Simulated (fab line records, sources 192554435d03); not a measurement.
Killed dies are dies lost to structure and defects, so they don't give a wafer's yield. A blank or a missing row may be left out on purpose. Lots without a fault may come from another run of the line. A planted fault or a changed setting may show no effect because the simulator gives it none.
Chamber matching | flow n5_finfet | N5_HKMG_FIN_ETCH_86 on rie_diel-03: 4 sister chambers
The step etches SOC in N2/H2, stops on TiN, target depth 393.2 nm. 22 wafers are shown with their chamber, then 11 later ones without.

WAFERS WITH THEIR CHAMBER
wafer  | chamber | drypump_motor_current_A (A) | showerhead_plenum_p_Torr (Torr) | throttle_valve_pct (%)
L076.1 | 3       | 5.6                         | 2.50                            | 17.62
L076.4 | 1       | 5.3                         | 2.61                            | 18.23
L076.6 | 0       | 6.1                         | 2.46                            | 17.62
L077.2 | 1       | 5.3                         | 2.61                            | 18.24
L077.3 | 3       | 5.6                         | 2.50                            | 17.62
L077.5 | 3       | 5.6                         | 2.50                            | 17.63
L081.3 | 2       | 6.2                         | 2.45                            | 17.93
L081.5 | 0       | 6.1                         | 2.46                            | 17.65
L081.6 | 3       | 5.6                         | 2.49                            | 17.65
L083.2 | 2       | 6.2                         | 2.45                            | 17.95
L083.3 | 3       | 5.6                         | 2.49                            | 17.65
L083.4 | 3       | 5.6                         | 2.49                            | 17.65
L084.1 | 2       | 6.2                         | 2.45                            | 17.93
L084.2 | 3       | 5.6                         | 2.49                            | 17.66
L084.3 | 0       | 6.1                         | 2.45                            | 17.65
L087.1 | 1       | 5.4                         | 2.61                            | 17.83
L087.5 | 1       | 5.3                         | 2.61                            | 17.84
L087.6 | 2       | 6.2                         | 2.45                            | 17.97
L089.2 | 3       | 5.6                         | 2.48                            | 17.69
L089.5 | 1       | 5.3                         | 2.61                            | 17.83
L089.6 | 2       | 6.2                         | 2.44                            | 17.98
L093.2 | 2       | 6.3                         | 2.44                            | 17.98

SIGNATURES (means of the wafers above)
reading                  | chamber 0 | chamber 1 | chamber 2 | chamber 3 | scatter within a chamber
drypump_motor_current_A  | 6.100     | 5.320     | 6.217     | 5.600     | 0.0301
showerhead_plenum_p_Torr | 2.4567    | 2.6100    | 2.4467    | 2.4925    | 0.00553
throttle_valve_pct       | 17.6400   | 17.9940   | 17.9567   | 17.6462   | 0.106
Rule: a wafer's distance from a chamber is the root of the sum, over the readings, of the square of ((its reading less the chamber's mean) divided by the reading's scatter). The wafer belongs to the nearest chamber; if the next one is less than 2 further off, it can't be placed. The scatter: the root of (the sum of the squares of (reading less its chamber's mean) over the shown wafers, divided by (wafers less chambers)).

WAFERS WITHOUT THEIR CHAMBER
wafer  | drypump_motor_current_A (A) | showerhead_plenum_p_Torr (Torr) | throttle_valve_pct (%)
L093.5 | 5.6                         | 2.48                            | 17.70
L093.6 | 6.1                         | 2.45                            | 17.68
L094.3 | 5.3                         | 2.60                            | 17.84
L094.4 | 5.6                         | 2.48                            | 17.71
L094.5 | 6.1                         | 2.44                            | 17.70
L096.1 | 5.3                         | 2.60                            | 17.87
L096.2 | 6.2                         | 2.44                            | 17.98
L096.5 | 6.2                         | 2.44                            | 18.00
L097.1 | 6.1                         | 2.44                            | 17.71
L097.2 | 6.2                         | 2.44                            | 18.02
L097.5 | 5.3                         | 2.60                            | 17.88

WHICH CHAMBER EACH WENT THROUGH
wafer  | from the rows above     | in truth
L093.5 | 3                       | 3
L093.6 | 0                       | 0
L094.3 | 1                       | 1
L094.4 | 3                       | 3
L094.5 | can't be placed: 0 or 2 | 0
L096.1 | 1                       | 1
L096.2 | 2                       | 2
L096.5 | 2                       | 2
L097.1 | can't be placed: 0 or 2 | 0
L097.2 | 2                       | 2
L097.5 | 1                       | 1
Placed correctly: 9 of 11. Can't be placed from these rows: 2 (the true chamber is among the candidates in 2). Placed wrongly: 0.
